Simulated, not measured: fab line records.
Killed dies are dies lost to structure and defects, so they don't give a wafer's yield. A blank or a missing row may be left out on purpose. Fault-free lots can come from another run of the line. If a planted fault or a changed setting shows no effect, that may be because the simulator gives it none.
Split-lot study ; flow n5_finfet ; 21 wafers read from 7 lots, route of 1938 steps

== ON THE SPLIT ==
At N5_WELL_APT_COAT_19 (resist thk 950 nm), the setting spin_rpm was moved away from the recipe's 1357 rpm on 6 of the 21 wafers read, by -10.4% to +9.6%. For the rest of the wafers, this setting stayed at what the recipe calls for.

The split's own step is where the reading is taken.

== THE READING ==
coat_of_WELL_APT_COAT_19.thk_nm (the simulator's own value, which no gauge read), in nm, at N5_WELL_APT_COAT_19 (resist thk 950 nm). The file gives no usual value for it. Across the 15 wafers here that went through the recipe, the average is 949.9 nm and the standard deviation 2.7 nm.

wafer;tool, chamber at the split;spin_rpm as run, rpm;against the recipe;coat_of_WELL_APT_COAT_19.thk_nm, nm;against lot-mates on the recipe
L079.1;litho_track-02, 0;1487;+9.6%;909.9;-41.4
L079.2;litho_track-02, 0;1357;recipe;951.3;-
L079.3;litho_track-02, 0;1487;+9.6%;908.7;-42.6
L080.3;litho_track-05, 0;1357;recipe;948.4;-
L080.4;litho_track-05, 0;1357;recipe;945.6;-
L080.6;litho_track-05, 0;1357;recipe;945.1;-
L081.1;litho_track-05, 0;1357;recipe;951;-
L081.4;litho_track-05, 0;1357;recipe;945.1;-
L081.6;litho_track-05, 0;1244;-8.3%;989.1;+41.1
L082.2;litho_track-02, 0;1357;recipe;953;-
L082.3;litho_track-02, 0;1216;-10.4%;1006;+53.5
L082.4;litho_track-02, 0;1357;recipe;951.9;-
L088.3;litho_track-02, 0;1469;+8.3%;913.3;-35.8
L088.4;litho_track-02, 0;1357;recipe;948.9;-
L088.6;litho_track-02, 0;1357;recipe;949.2;-
L096.1;litho_track-03, 0;1357;recipe;951.4;-
L096.5;litho_track-03, 0;1357;recipe;952.5;-
L096.6;litho_track-03, 0;1357;recipe;953;-
L097.4;litho_track-02, 0;1357;recipe;951.3;-
L097.5;litho_track-02, 0;1411;+4.0%;935.5;-15.8
L097.6;litho_track-02, 0;1357;recipe;951.2;-

FIT RESULTS
A straight line over all 21 wafers: coat_of_WELL_APT_COAT_19.thk_nm changes by -4.63 nm for each +1% of spin_rpm; r = -0.99; the points scatter about the line by 3.2 nm.
The same after taking each lot's own level away (the mean of its wafers on the recipe; 21 wafers): -4.66 nm for each +1%; r = -1.00; scatter 1.9 nm.
That fit puts the effect of the largest move of spin_rpm on the reading at 48 nm.
Measured against the standard deviation above, the lots' own levels, which go from 946.37 to 952.45 nm, span 2.3 times it.
Consequently the slope shifts little with the lot-to-lot level, the two slopes agreeing.
Check: for one of the wafers moved furthest among these (-10.4%), held out of the fit, the line's prediction against its lot-mates is +47.2 nm. It came out at +53.5 nm against them.

== OTHER SPLITS APPLIED TO THESE WAFERS ==
These wafers also went through other splits before the reading. Each is held against what the fit with the lots' levels taken away leaves over:
other split on the same wafers;wafers away from the commonest value;r with coat_of_WELL_APT_COAT_19.thk_nm (lot level and that fit taken away)
N5_WELL_APT_EXPOSE_05 dose_mj;4;-0.27

== THE FILE'S OWN FIT ==
coat_of_WELL_APT_COAT_19.thk_nm changes by -4.69 nm for each +1% of spin_rpm, r = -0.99.
